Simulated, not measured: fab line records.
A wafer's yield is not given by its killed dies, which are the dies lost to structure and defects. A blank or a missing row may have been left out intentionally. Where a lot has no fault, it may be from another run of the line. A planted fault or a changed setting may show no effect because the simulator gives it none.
Problem report, 8D (eight disciplines) form, completed by code | flow n5Finfet | the parts of the form that need people (team, actions taken, sign-off) are left out

== 1. PROBLEM STATEMENT ==
Mean of trenchDepthNm at N5_BEOL_M3_OCD_MEAS_38: 39.3 nm across 9 wafers in 3 lots; on wafers with no fault it is 55.2 nm (standard deviation 1). Measured from the usual mean, that is -16 standard deviations.
First observed at day 12 02:57: wafer L747.1, on ocd-02. Wafers with a number at this step in the record: 29, from 10 lots. Rule for "out" (also "out of limits"): further than 4 standard deviations from the usual mean. The other wafers with a number count as sound.

== 2. WHAT THIS IS AND IS NOT ==
question                    | is                     | is not
which readings at this step | trenchDepthNm          | -
which lots                  | L747, L750, L751       | L734, L735, L738, L741, L743, L752, L753
which wafers of those lots  | all that have a number | -
read on which gauges        | ocd-02                 | -
when                        | from day 12 02:57      | up to then (14 sound wafers); but 6 sound wafers of L752, L753 came after

== 3. WHAT RULES OUT EACH SUSPECT ==
Counting: a tool at a process step up to the reading stays a suspect if it ran every lot that is out and no sound lot after the first of them.
- ruled out: the gauge at N5_BEOL_M3_OCD_MEAS_38. All the wafers that are out were read on ocd-02, but those of them that N5_BEOL_M3_TRENCH_ETCH_37 has rows for are out there too, on other tools.
- rieDiel-04 at N5_BEOL_M3_TRENCH_ETCH_37 (etches SiOC in C4F6/O2, target depth 55.555 nm, time 29.2 s): kept. It processed each lot that is out, first L747 at day 12 02:47, and no sound lot thereafter; up to then, the last sound lot it processed was L738 at day 9 16:52. Its own rfFwdPowerW, rfVppV readings are out on those wafers.
After counting, what remains is rieDiel-04 at N5_BEOL_M3_TRENCH_ETCH_37.

== 4. THE CAUSE (what the simulator had put in) ==
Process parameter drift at N5_BEOL_M3_TRENCH_ETCH_37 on rieDiel-04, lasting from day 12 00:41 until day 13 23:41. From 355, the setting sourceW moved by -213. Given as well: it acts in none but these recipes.
After counting, this tool was the only one left.

== 5. SEQUENCE OF EFFECTS, ordered by route ==
Each row: a reading where the mean over the struck wafers with a number is more than 3 standard deviations away from the usual. Only readings whose record carries a usual standard deviation are examined. hours: median over the lots of the time between each lot's start at the first step of this table that gives one and its start at this step. sigmas: the change, counted in usual standard deviations.
hours | step                      | reading       | usual   | on struck wafers | change | sigmas
0     | N5_BEOL_M3_TRENCH_ETCH_37 | rfFwdPowerW   | 350.7 W | 137.7            | -213.0 | -99 or more
0     | N5_BEOL_M3_TRENCH_ETCH_37 | rfVppV        | 664 V   | 795              | +131   | +9.4
0     | N5_BEOL_M3_OCD_MEAS_38    | trenchDepthNm | 55.2 nm | 39.3             | -15.9  | -16
Process steps it contains:
- N5_BEOL_M3_TRENCH_ETCH_37: etches SiOC in C4F6/O2, target depth 55.555 nm, time 29.2 s.
At these later measuring or inspecting steps, every struck wafer for which the step has a row has a number for every such reading, and none has moved that far: N5_BEOL_M3_CD_MEAS_35, N5_BEOL_M4_RC_MEAS_101.

== 6. HOW IT WOULD HAVE BEEN CAUGHT EARLIER ==
In this record the first reading out of limits at a measuring or inspecting step was taken at day 12 02:57, 2 hours after the fault began at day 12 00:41.
The tool's own readings at N5_BEOL_M3_TRENCH_ETCH_37 were out on every struck wafer that the step has a row for (rfFwdPowerW, rfVppV): an alarm limit on them would have fired on the first of those.
Of the lots that are out (3), L750, L751 began N5_BEOL_M3_TRENCH_ETCH_37 on rieDiel-04 after day 12 02:57. A hold on the tool at that time would have spared those 2.
